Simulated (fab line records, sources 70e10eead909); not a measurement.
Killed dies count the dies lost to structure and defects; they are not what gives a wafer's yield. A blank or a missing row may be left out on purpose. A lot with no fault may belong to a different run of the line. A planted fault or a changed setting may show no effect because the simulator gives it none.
fab line records	flow nand_harc
record lots=11	wafers=33	last_day=33
route steps=1302 shown P_M0@273 P_M1@311 P_M2@330 END@1302
lots that met no fault: taken from a fault-free run of the same line
start_h: the number of hours between the record's first day and the start of the first shown wafer of the lot	wait_h: hours since the lot's step before	" identical to the entry in the row above	L1.1+2: a row that stands for several wafers	- no value, or no start given	* or withheld: withheld	< > ~ a bound
route shown NAME@n: names a module that has steps shown in the file, with the first one's number in the route	usual: average and standard deviation across the fault-free wafers	same: alike in all rows	chamber/n: place in a boat	sites: readings site by site	_std_site: the standard deviation of these	_edge_site: mean of outer sites minus mean of inner sites	radius_mm: how far each site lies from the wafer's centre	mask NAME#n: copy n	behind: the last tool/chamber to shape the wafer	hold: why the lot went on hold/how many hours it stayed there/how the hold came to an end	device: names the non-switching transistor (n, p or np)	end of line: the same wafers' tests at the end of the route	a step given without rows: its recipe and nothing more	killed: dies lost to structure and defects at the first sort, not the wafer's yield	map: a wafer's dies, marking killed ones x, the rest . and places with no die _
set.NAME: the setting the step ran with; set.NAME@STEP: the setting that earlier step ran with	model.NAME: the simulator's own value behind a step, which no gauge read
one table for each step of the route and one row for each wafer, over a sample of lots
services: the hour from which a tool's chamber was out of use, counted from the record's first day as start_h (under 0 if before that day), plus the number of hours and why
## steps
# step NHARC_P_M0_PRE_CLEAN_29
# recipe time_s=30	temp_c=280	gas=H2/He
# usual heater_power_w=416/51
lot.wafer	tool	chamber	start_h	wait_h	heater_power_w
L325.1	pvd_sputter-03	-	-	-	453
L325.4	"	-	"	"	401
L325.6	"	-	"	"	301
L327.2	pvd_sputter-01	-	-	-	479
L327.5	"	-	"	"	411
L327.6	"	-	"	"	482
L329.3	pvd_sputter-01	-	-	-	426
L329.1	"	-	"	"	411
L329.6	"	-	"	"	423
L330.1	pvd_sputter-01	-	-	-	357
L330.2	"	-	"	"	414
L330.6	"	-	"	"	369
L333.3	pvd_sputter-01	-	-	-	406
L333.5	"	-	"	"	414
L333.6	"	-	"	"	406
L334.4	pvd_sputter-01	-	-	-	417
L334.2	"	-	"	"	356
L334.1	"	-	"	"	418
L335.3	pvd_sputter-02	-	-	-	368
L335.1	"	-	"	"	396
L335.5	"	-	"	"	400
L339.3	pvd_sputter-01	-	-	-	402
L339.4	"	-	"	"	452
L339.6	"	-	"	"	464
L338.2	pvd_sputter-01	-	-	-	386
L338.1	"	-	"	"	381
L338.6	"	-	"	"	391
L346.2	pvd_sputter-01	-	-	-	439
L346.1	"	-	"	"	459
L346.5	"	-	"	"	414
L348.3	pvd_sputter-01	-	-	-	389
L348.2	"	-	"	"	391
L348.1	"	-	"	"	421
# step NHARC_P_M0_PRE_CLEAN_31
# recipe time_s=12	temp_c=370	rf_power_w=300	gas=NH3
# usual heater_power_w=628/65
lot.wafer	tool	chamber	start_h	wait_h	heater_power_w
L325.1	pecvd-02	2	127.65	0.1	567
L325.4	"	0	"	"	595
L325.6	"	1	"	"	628
L327.2	pecvd-04	2	141.27	0.1	612
L327.5	"	0	"	"	759
L327.6	"	1	"	"	513
L329.1	pecvd-02	0	166.28	0.1	650
L329.3	"	1	"	"	636
L329.6	"	0	"	"	683
L330.2	pecvd-02	2	170.41	0.1	540
L330.1	"	0	"	"	665
L330.6	"	2	"	"	541
L333.3	pecvd-04	2	205.44	0.1	710
L333.5	"	2	"	"	704
L333.6	"	1	"	"	528
L334.2	pecvd-04	1	215.50	0.1	531
L334.1	"	2	"	"	615
L334.4	"	0	"	"	662
L335.1	pecvd-03	0	229.55	0.1	599
L335.3	"	2	"	"	639
L335.5	"	1	"	"	666
L339.3	pecvd-02	1	271.19	0.1	676
L339.4	"	2	"	"	533
L339.6	"	0	"	"	601
L338.2	pecvd-02	0	274.01	0.1	590
L338.1	"	2	"	"	481
L338.6	"	1	"	"	680
L346.2	pecvd-03	2	330.26	0.1	698
L346.1	"	1	"	"	697
L346.5	"	0	"	"	663
L348.3	pecvd-04	2	349.64	0.1	744
L348.2	"	0	"	"	681
L348.1	"	1	"	"	591
# step NHARC_P_M1_CMP_23
# recipe t_overpolish_s=20	target_thk_nm=157.82
# usual motor_current_A=12.4/1.1	time_to_endpoint_s=27/3.6
lot.wafer	tool	chamber	start_h	wait_h	motor_current_A	time_to_endpoint_s
L325.4	cmp-04	3	131.25	-	14.5	26
L325.1	"	0	"	"	11.2	32
L325.6	"	2	"	"	12.8	27
L327.2	cmp-04	2	145.06	-	12.3	28
L327.6	"	1	"	"	12.1	26
L327.5	"	2	"	"	12.8	31
L329.3	cmp-02	1	170.13	-	11.6	25
L329.1	"	2	"	"	11.9	25
L329.6	"	0	"	"	12.0	22
L330.1	cmp-02	1	174.01	-	12.6	25
L330.2	"	0	"	"	11.7	28
L330.6	"	1	"	"	12.5	25
L333.3	cmp-02	1	209.04	-	13.0	25
L333.5	"	1	"	"	12.2	25
L333.6	"	2	"	"	11.4	24
L334.4	cmp-04	2	219.17	-	13.0	27
L334.1	"	0	"	"	11.4	31
L334.2	"	1	"	"	11.4	26
L335.3	cmp-02	1	233.17	-	11.9	22
L335.1	"	2	"	"	11.8	22
L335.5	"	2	"	"	12.0	22
L339.4	cmp-04	2	275.34	-	12.0	28
L339.3	"	0	"	"	11.6	31
L339.6	"	1	"	"	10.9	24
L338.1	cmp-04	3	277.68	-	14.8	26
L338.2	"	1	"	"	11.7	21
L338.6	"	0	"	"	11.5	30
L346.1	cmp-04	1	333.96	-	12.2	29
L346.2	"	2	"	"	12.4	30
L346.5	"	1	"	"	11.6	26
L348.1	cmp-04	2	353.13	-	12.4	31
L348.3	"	3	"	"	14.4	32
L348.2	"	1	"	"	10.7	29
# step NHARC_P_M1_INSPECT_27
# usual raw_defect_count=327/140
lot.wafer	tool	chamber	start_h	wait_h	raw_defect_count
L325.1	defect_inspect-01	-	131.70	0.0	230
L325.4	"	-	"	"	419
L325.6	"	-	"	"	243
L327.2	defect_inspect-01	-	145.53	0.0	533
L327.5	"	-	"	"	583
L327.6	"	-	"	"	659
L329.1	defect_inspect-02	-	170.55	0.0	187
L329.3	"	-	"	"	381
L329.6	"	-	"	"	323
L330.1	defect_inspect-02	-	174.49	0.0	729
L330.2	"	-	"	"	202
L330.6	"	-	"	"	260
L333.3	defect_inspect-02	-	209.51	0.0	274
L333.5	"	-	"	"	246
L333.6	"	-	"	"	139
L334.1	defect_inspect-01	-	219.65	0.0	373
L334.2	"	-	"	"	528
L334.4	"	-	"	"	245
L335.1	defect_inspect-01	-	233.64	0.0	285
L335.3	"	-	"	"	250
L335.5	"	-	"	"	363
L339.3	defect_inspect-01	-	275.79	0.0	237
L339.4	"	-	"	"	290
L339.6	"	-	"	"	234
L338.1	defect_inspect-02	-	278.15	0.0	121
L338.2	"	-	"	"	191
L338.6	"	-	"	"	258
L346.1	defect_inspect-01	-	334.43	0.0	997
L346.2	"	-	"	"	260
L346.5	"	-	"	"	923
L348.1	defect_inspect-01	-	353.60	0.0	122
L348.2	"	-	"	"	998
L348.3	"	-	"	"	257
# step NHARC_P_M2_INSPECT_11
# usual raw_defect_count=4.3/2.2
lot.wafer	tool	chamber	start_h	wait_h	raw_defect_count
L325.1	defect_inspect-02	-	133.21	0.0	9
L325.4	"	-	"	"	6
L325.6	"	-	"	"	9
L327.2	defect_inspect-01	-	146.93	0.0	4
L327.5	"	-	"	"	4
L327.6	"	-	"	"	7
L329.1	defect_inspect-01	-	172.00	0.0	1
L329.3	"	-	"	"	3
L329.6	"	-	"	"	2
L330.1	defect_inspect-02	-	175.98	0.0	3
L330.2	"	-	"	"	4
L330.6	"	-	"	"	4
L333.3	defect_inspect-01	-	211.03	0.0	4
L333.5	"	-	"	"	1
L333.6	"	-	"	"	3
L334.1	defect_inspect-01	-	221.17	0.0	1
L334.2	"	-	"	"	3
L334.4	"	-	"	"	3
L335.1	defect_inspect-02	-	235.14	0.0	2
L335.3	"	-	"	"	6
L335.5	"	-	"	"	9
L339.3	defect_inspect-02	-	277.30	0.0	3
L339.4	"	-	"	"	6
L339.6	"	-	"	"	4
L338.1	defect_inspect-02	-	279.52	0.0	6
L338.2	"	-	"	"	7
L338.6	"	-	"	"	3
L346.1	defect_inspect-02	-	335.97	0.0	711
L346.2	"	-	"	"	4
L346.5	"	-	"	"	708
L348.1	defect_inspect-02	-	355.11	0.0	6
L348.2	"	-	"	"	707
L348.3	"	-	"	"	3
# step NHARC_P_M2_DESCUM_14
# recipe time_s=3	o2_flow_sccm=200	ar_flow_sccm=0	bias_power_w=0	chemistry=O2
# usual drypump_motor_current_A=5.7/0.3	oes_product_au=0.999/0.012	rf_vpp_V=57.9/0.87	showerhead_plenum_p_Torr=1.92/0.071	throttle_valve_pct=11.311/0.0088
lot.wafer	tool	chamber	start_h	wait_h	drypump_motor_current_A	oes_product_au	rf_hours_counter_h	rf_vpp_V	showerhead_plenum_p_Torr	throttle_valve_pct
L325.1	rie_diel-04	0	133.27	0.1	5.1	1.015	5.0	58.4	1.99	11.318
L325.4	"	2	"	"	5.4	0.990	-	57.7	1.88	11.307
L325.6	"	3	"	"	5.8	0.997	-	58.3	1.98	11.302
L327.2	rie_diel-11	1	146.99	0.1	6.1	0.997	2.5	59.2	1.90	11.315
L327.5	"	1	"	"	6.1	0.993	-	58.2	1.90	11.309
L327.6	"	2	"	"	5.8	0.980	-	57.3	1.91	11.306
L329.3	rie_diel-04	3	172.07	0.1	5.8	0.998	7.5	59.3	1.98	11.316
L329.1	"	1	"	"	5.7	1.012	7.3	59.0	1.99	11.328
L329.6	"	2	"	"	5.4	0.984	-	56.4	1.88	11.309
L330.1	rie_diel-04	1	176.04	0.1	5.7	1.024	7.5	58.1	1.99	11.310
L330.2	"	3	"	"	5.8	0.994	7.8	58.0	1.98	11.301
L330.6	"	1	"	"	5.7	1.014	-	56.8	1.99	11.306
L333.3	rie_diel-11	3	211.11	0.1	5.3	1.006	5.8	58.5	2.03	11.301
L333.5	"	1	"	"	6.1	1.001	-	57.7	1.89	11.305
L333.6	"	2	"	"	5.8	1.005	-	58.1	1.91	11.309
L334.1	rie_diel-01	2	221.24	0.1	5.8	1.003	0.3	57.8	1.93	11.308
L334.4	"	0	"	"	5.2	1.021	0.4	57.9	1.89	11.304
L334.2	"	1	"	"	5.8	0.991	0.3	58.7	2.04	11.321
L335.3	rie_diel-11	1	235.20	0.1	6.0	0.991	7.8	57.6	1.89	11.306
L335.1	"	0	"	"	6.1	1.003	6.9	56.7	1.85	11.316
L335.5	"	2	"	"	5.8	1.000	-	58.0	1.91	11.314
L339.4	rie_diel-01	1	277.36	0.1	5.8	0.973	3.0	58.8	2.04	11.329
L339.3	"	3	"	"	5.8	1.007	2.7	57.5	1.79	11.302
L339.6	"	1	"	"	5.8	0.983	-	57.8	2.04	11.324
L338.1	rie_diel-04	2	279.58	0.1	5.4	1.016	5.6	57.9	1.87	11.321
L338.2	"	1	"	"	5.7	0.996	6.7	57.7	1.98	11.318
L338.6	"	3	"	"	5.8	0.983	-	58.1	1.98	11.314
L346.1	rie_diel-11	2	336.04	0.1	5.8	0.987	3.6	58.3	1.91	11.314
L346.2	"	3	"	"	5.3	0.997	3.0	57.2	2.03	11.317
L346.5	"	0	"	"	6.0	0.999	-	58.2	1.85	11.309
L348.3	rie_diel-01	0	355.17	0.1	5.2	1.018	6.7	57.1	1.88	11.310
L348.2	"	1	"	"	5.8	0.999	6.2	58.7	2.04	11.322
L348.1	"	3	"	"	5.9	1.002	6.2	56.5	1.79	11.305
# step NHARC_END_SORT_01
# recipe temp_c=25
# usual defect_limited_yield=92.7/2.6	killed_at_array=45/18	killed_at_other=0.9/1.3	killed_at_periphery=3.7/2.2	killed_dies=50/18	killed_open=3.2/1.9	killed_short=2.4/1.6	sort_bin_2_pct=2.5/1.1	sort_bin_3_pct=0.6/0.36	sort_bin_4_pct=4.3/1.5	sort_n_pass=627/18	sort_rim_yield_pct=92/4.3	sort_yield_pct=92.7/2.6
# same gross_dies=677	sort_bin_5_pct[%]=0	sort_bin_6_pct[%]=0	sort_bin_7_pct[%]=0	sort_bin_8_pct[%]=0	sort_rim_n_gross=106.00
lot.wafer	tool	chamber	start_h	wait_h	defect_limited_yield[%]	killed_at_array	killed_at_other	killed_at_periphery	killed_dies	killed_open	killed_short	sort_bin_2_pct[%]	sort_bin_3_pct[%]	sort_bin_4_pct[%]	sort_n_pass	sort_rim_yield_pct[%]	sort_yield_pct[%]
L348.1	prober-02	0	773.75	2.5	88.6	72	0	5	77	3	2	4.3	0.7	6.4	600	92	88.6
L348.2	prober-02	0	774.57	2.8	34.6	35	0	408	443	1	0	25.6	6.5	33.4	234	37	34.6
L348.3	prober-02	0	775.39	3.1	88.3	75	0	4	79	3	4	4.1	0.9	6.6	598	89	88.3
L346.1	prober-02	0	781.68	2.5	35.7	7	0	428	435	2	1	24.4	4.3	35.6	242	32	35.7
L346.2	prober-02	0	782.47	2.8	98.1	10	1	2	13	1	4	0.7	0	1.2	664	97	98.1
L346.5	prober-02	0	784.84	3.7	35.3	12	1	425	438	4	0	25.7	4.7	34.3	239	39	35.3
# killed by level:class
L348.1 A_SLIT:chamber_film_flake=29 A_CHANNEL_HOLE_D2:chamber_film_flake=21 A_CHANNEL_HOLE_D1:chamber_film_flake=9 A_CONTACT:chamber_film_flake=7 P_GATE:chamber_film_flake=3 A_CONTACT:geometric_particle:open=2 A_CHANNEL_HOLE_D2:geometric_particle:short=1 A_WL_FILL:geometric_particle:short=1
L348.2 P_M1:unspecified=406 A_CHANNEL_HOLE_D2:chamber_film_flake=10 A_CHANNEL_HOLE_D1:chamber_film_flake=10 A_SLIT:chamber_film_flake=8 A_CONTACT:chamber_film_flake=5 A_STAIRCASE:chamber_film_flake=2 P_M0:geometric_particle:open=1 P_GATE:chamber_film_flake=1
L348.3 A_CHANNEL_HOLE_D2:chamber_film_flake=39 A_SLIT:chamber_film_flake=15 A_CONTACT:chamber_film_flake=7 A_CHANNEL_HOLE_D1:chamber_film_flake=6 A_STAIRCASE:chamber_film_flake=2 P_STI:geometric_particle:short=1 P_GATE:geometric_particle:open=1 A_ONON_D1:geometric_particle:open=1
L346.1 P_M1:unspecified=423 A_CONTACT:chamber_film_flake=2 A_DECK1_JOINT:chamber_film_flake=2 P_CONTACT:geometric_particle:open=1 P_CONTACT:geometric_particle:short=1 P_M0:geometric_particle:open=1 P_ZERO_WELL:chamber_film_flake=1 P_GATE:chamber_film_flake=1
L346.2 A_SLIT:chamber_film_flake=3 A_WL_FILL:geometric_particle:short=2 A_CHANNEL_FILL_D1:chamber_film_flake=2 P_CONTACT:geometric_particle:short=1 A_CHANNEL_FILL_D2:geometric_particle:open=1 A_CHANNEL_FILL_D2:geometric_particle:short=1 P_ZERO_WELL:chamber_film_flake=1 A_CONTACT:chamber_film_flake=1
L346.5 P_M1:unspecified=422 A_CONTACT:chamber_film_flake=4 A_DECK1_JOINT:chamber_film_flake=2 A_SLIT:chamber_film_flake=2 P_M1:geometric_particle:open=1 A_SOURCE_PLATE:geometric_particle:open=1 A_CHANNEL_HOLE_D1:geometric_particle:open=1 A_WL_FILL:geometric_particle:open=1
## services
tool	chamber	start_h	hours	kind
pecvd-04	-	102.87	0.6	repair
cmp-04	-	111.00	4.0	pm
rie_diel-11	3	120.62	1.8	repair
cmp-02	-	129.33	10.5	repair
rie_diel-04	1	132.03	14.0	repair
cmp-02	-	171.70	1.3	repair
rie_diel-04	-	177.90	9.0	pm
pecvd-04	-	186.39	0.5	repair
rie_diel-04	1	187.13	15.8	repair
rie_diel-04	2	202.81	8.5	repair
rie_diel-04	1	203.94	5.0	repair
cmp-04	-	209.00	4.0	pm
pecvd-02	-	214.97	0.5	repair
cmp-04	-	216.19	0.8	repair
cmp-02	-	218.02	3.6	repair
rie_diel-04	3	218.81	16.7	repair
pvd_sputter-01	-	226.00	10.0	pm
pecvd-02	-	227.13	13.0	pm
pecvd-04	-	237.23	0.7	repair
cmp-02	-	237.82	4.0	pm
cmp-02	-	264.65	0.6	repair
pecvd-02	-	283.20	3.0	repair
pecvd-02	1	293.40	53.9	repair
cmp-04	-	307.00	4.0	pm
## key
first_sign step=NHARC_P_M1_INSPECT_27	reading=raw_defect_count	direction=up	sigmas=4.5	usual=327	struck=973
effect step=NHARC_P_M2_INSPECT_11	reading=raw_defect_count	direction=up	sigmas=99+	usual=4.3	struck=708.7
effect step=NHARC_END_SORT_01	reading=killed_at_periphery	direction=up	sigmas=99+	usual=3.7	struck=420.3
more_kills_born_at NHARC_P_M1_CMP_23@cmp-04=1251
met_at NHARC_P_M1_CMP_23
struck_lots L346,L348
struck_wafers L346.1,L346.5,L348.2
not_acting_at NHARC_P_M0_PRE_CLEAN_29,NHARC_P_M0_PRE_CLEAN_31,NHARC_P_M2_DESCUM_14
onset_between 277.68 333.96
fault kind=chamber_particle_source	tool=cmp-04	chamber=1	onset_h=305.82	steps=NHARC_P_M1_CMP_23	rate_per_visit_cm2=1.0965	end_h=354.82
